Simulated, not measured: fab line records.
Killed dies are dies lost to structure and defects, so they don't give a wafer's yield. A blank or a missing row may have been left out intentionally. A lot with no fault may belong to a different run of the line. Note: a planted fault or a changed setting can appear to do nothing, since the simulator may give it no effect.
Check of tool commonality ; flow nandHarc ; Lots sampled 11, wafers sampled 36

## REASON IT WAS OPENED
At NHARC_P_ZERO_WELL_CD_MEAS_52 the reading cdNm is flagged on 1 of 11 lots. No-fault wafers: 1998.3 nm, standard deviation 2.2.
Rule: a lot gets a flag if all its wafers with a number sit over 4 standard deviations from that mean, or if no wafer of it has a number. All remaining lots are regarded as sound.

lot;measured;on;cdNm (nm), wafer by wafer;flag
L406;day 1 17:59;cdSem-03;1998.0 1994.1 1995.1;
L410;day 2 17:38;cdSem-01;1995.8 1998.9 1997.6;
L411;day 2 23:45;cdSem-01;1997.9 1995.0 1998.2;
L412;day 3 05:44;cdSem-01;1763.1 1761.0 1762.8 1762.9 1760.8 1762.4;FLAGGED
L420;day 5 05:36;cdSem-03;1996.5 2000.5 1997.8;
L421;day 5 11:46;cdSem-03;2002.1 2000.3 1997.1;
L422;day 5 17:40;cdSem-03;1995.4 1999.0 1996.5;
L426;day 6 17:37;cdSem-02;1998.0 1998.5 1995.2;
L427;day 6 23:53;cdSem-02;2000.0 1998.2 2000.0;
L428;day 7 05:38;cdSem-01;2001.7 1999.2 2001.2;
L429;day 7 11:52;cdSem-01;1999.1 2000.6 2000.1;
Averaged over the flagged lots the numbers come to 1762.2 nm, -236.1 nm from the usual (-99 or more standard deviations).

## WHICH TOOL RAN EACH LOT
Before the reading, the record contains 3 process steps out of a 1159-step route. Each cell gives the tool, then ch followed by the chambers the sampled wafers passed through, then the start.
lot;flag;NHARC_P_ZERO_WELL_DESCUM_13;NHARC_P_ZERO_WELL_DESCUM_39;NHARC_P_ZERO_WELL_EXPOSE_49
L406;;rieDiel-09 ch 2,3, day 1 13:31;rieDiel-01 ch 0,1, day 1 16:30;krfScanner-04 ch 0, day 1 17:50
L410;;rieDiel-01 ch 0,1,3, day 2 13:24;rieDiel-01 ch 0,1,2, day 2 16:09;krfScanner-04 ch 0, day 2 17:28
L411;;rieDiel-09 ch 1,2, day 2 19:25;rieDiel-01 ch 0,3, day 2 22:24;krfScanner-04 ch 0, day 2 23:36
L412;FLAGGED;rieDiel-03 ch 1,2, day 3 01:23;rieDiel-01 ch 1,2,3, day 3 04:24;krfScanner-04 ch 0, day 3 05:35
L420;;rieDiel-01 ch 0,1,3, day 5 01:17;rieDiel-03 ch 2,3, day 5 04:08;krfScanner-03 ch 0, day 5 05:26
L421;;rieDiel-01 ch 1,2,3, day 5 07:26;rieDiel-03 ch 0,2,3, day 5 10:18;krfScanner-02 ch 0, day 5 11:37
L422;;rieDiel-09 ch 1,3, day 5 13:17;rieDiel-01 ch 0,1,2, day 5 16:12;krfScanner-04 ch 0, day 5 17:31
L426;;rieDiel-03 ch 1,2, day 6 13:25;rieDiel-09 ch 0,2,3, day 6 16:17;krfScanner-03 ch 0, day 6 17:27
L427;;rieDiel-03 ch 1,2,3, day 6 19:29;rieDiel-03 ch 0,1,2, day 6 22:28;krfScanner-03 ch 0, day 6 23:43
L428;;rieDiel-09 ch 0,1,2, day 7 01:24;rieDiel-01 ch 0,1,2, day 7 04:17;krfScanner-03 ch 0, day 7 05:29
L429;;rieDiel-09 ch 0,1,3, day 7 07:32;rieDiel-03 ch 0,1, day 7 10:23;krfScanner-02 ch 0, day 7 11:42
These steps, and what they do:
- NHARC_P_ZERO_WELL_DESCUM_13: chemistry O2, time 3 s.
- NHARC_P_ZERO_WELL_DESCUM_39: chemistry O2, time 3 s.
- NHARC_P_ZERO_WELL_EXPOSE_49: exposes mask P HVPW, target cd 2000 nm.
- NHARC_P_ZERO_WELL_CD_MEAS_52: target cd 2000 nm.

## FLAGGED OVER TOTAL, TOOL BY TOOL (the gauges that took the reading come last)
step;tool;lots run;flagged;share of the flagged lots;sound lots run after its first flagged lot
NHARC_P_ZERO_WELL_DESCUM_13;rieDiel-01;3;0;none;-
NHARC_P_ZERO_WELL_DESCUM_13;rieDiel-03;3;1;all;2 (L426,L427)
NHARC_P_ZERO_WELL_DESCUM_13;rieDiel-09;5;0;none;-
NHARC_P_ZERO_WELL_DESCUM_39;rieDiel-01;6;1;all;2 (L422,L428)
NHARC_P_ZERO_WELL_DESCUM_39;rieDiel-03;4;0;none;-
NHARC_P_ZERO_WELL_DESCUM_39;rieDiel-09;1;0;none;-
NHARC_P_ZERO_WELL_EXPOSE_49;krfScanner-02;2;0;none;-
NHARC_P_ZERO_WELL_EXPOSE_49;krfScanner-03;4;0;none;-
NHARC_P_ZERO_WELL_EXPOSE_49;krfScanner-04;5;1;all;1 (L422)
NHARC_P_ZERO_WELL_CD_MEAS_52;cdSem-01;5;1;all;2 (L428,L429)
NHARC_P_ZERO_WELL_CD_MEAS_52;cdSem-02;2;0;none;-
NHARC_P_ZERO_WELL_CD_MEAS_52;cdSem-03;4;0;none;-

## THE TABLE: WHAT IT ALLOWS
4 rows of the table ran every flagged lot: rieDiel-03 at NHARC_P_ZERO_WELL_DESCUM_13, rieDiel-01 at NHARC_P_ZERO_WELL_DESCUM_39, krfScanner-04 at NHARC_P_ZERO_WELL_EXPOSE_49, cdSem-01 at NHARC_P_ZERO_WELL_CD_MEAS_52.
- rieDiel-03 at NHARC_P_ZERO_WELL_DESCUM_13 ran 3 lots, 1 of them flagged. Sound lots ran on it after the first flagged one (L426, L427), which a lasting fault on the whole tool wouldn't allow.
- rieDiel-01 at NHARC_P_ZERO_WELL_DESCUM_39 ran 6 lots, 1 of them flagged. Sound lots ran on it after the first flagged one (L422, L428), which a lasting fault on the whole tool wouldn't allow.
- krfScanner-04 at NHARC_P_ZERO_WELL_EXPOSE_49 ran 5 lots, 1 of them flagged. Sound lots ran on it after the first flagged one (L422), which a lasting fault on the whole tool wouldn't allow.
- cdSem-01 at NHARC_P_ZERO_WELL_CD_MEAS_52 ran 5 lots, 1 of them flagged. Sound lots ran on it after the first flagged one (L428, L429), which a lasting fault on the whole tool wouldn't allow.
Not one row of the table ran every flagged lot while running no sound lot after the first.

## WHAT THE SIMULATOR PUT IN
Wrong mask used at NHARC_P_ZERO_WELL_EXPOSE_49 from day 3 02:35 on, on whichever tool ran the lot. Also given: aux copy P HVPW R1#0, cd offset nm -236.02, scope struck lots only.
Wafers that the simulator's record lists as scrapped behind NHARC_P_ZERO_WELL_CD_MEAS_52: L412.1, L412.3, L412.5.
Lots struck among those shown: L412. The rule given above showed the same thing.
